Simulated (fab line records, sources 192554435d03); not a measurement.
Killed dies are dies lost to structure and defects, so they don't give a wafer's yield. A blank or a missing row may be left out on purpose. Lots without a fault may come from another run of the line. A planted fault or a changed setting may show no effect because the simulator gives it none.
Chamber matching | flow n5_finfet | N5_PASSIVATION_PECVD_55 on pecvd-03: 3 sister chambers
The step deposits SiO2 from SiH4/N2O, target thk 400 nm, time 22.5 s. 6 wafers are shown with their chamber, then 9 later ones without.

WAFERS WITH THEIR CHAMBER
wafer  | chamber | throttle_valve_pct (%) | showerhead_plenum_p_Torr (Torr)
L084.1 | 1       | 49                     | 8.30
L084.4 | 2       | 51                     | 8.07
L087.1 | 2       | 52                     | 8.07
L089.1 | 0       | 60                     | 8.30
L089.2 | 1       | 49                     | 8.28
L089.6 | 0       | 60                     | 8.31

WAFERS WITHOUT THEIR CHAMBER
wafer  | throttle_valve_pct (%) | showerhead_plenum_p_Torr (Torr)
L086.2 | 60                     | 8.32
L086.4 | 52                     | 8.05
L086.6 | 49                     | 8.26
L093.3 | 49                     | 8.28
L093.4 | 52                     | 8.04
L093.6 | 60                     | 8.30
L090.1 | 49                     | 8.28
L090.3 | 60                     | 8.30
L090.5 | 49                     | 8.30

WHICH CHAMBER EACH WENT THROUGH
wafer  | from the rows above | in truth
L086.2 | 0                   | 0
L086.4 | 2                   | 2
L086.6 | 1                   | 1
L093.3 | 1                   | 1
L093.4 | 2                   | 2
L093.6 | 0                   | 0
L090.1 | 1                   | 1
L090.3 | 0                   | 0
L090.5 | 1                   | 1
Placed correctly: 9 of 9. Can't be placed from these rows: 0. Placed wrongly: 0.
How it was worked out, from the rows above alone: a wafer's distance from a chamber is the root of the sum, over the readings, of the square of ((its reading less the chamber's mean) divided by the reading's scatter). The wafer belongs to the nearest chamber; if the next one is less than 2 further off, it can't be placed. A chamber's mean is the mean of its shown wafers. The scatter: the root of (the sum of the squares of (reading less its chamber's mean) over the shown wafers, divided by (wafers less chambers)).
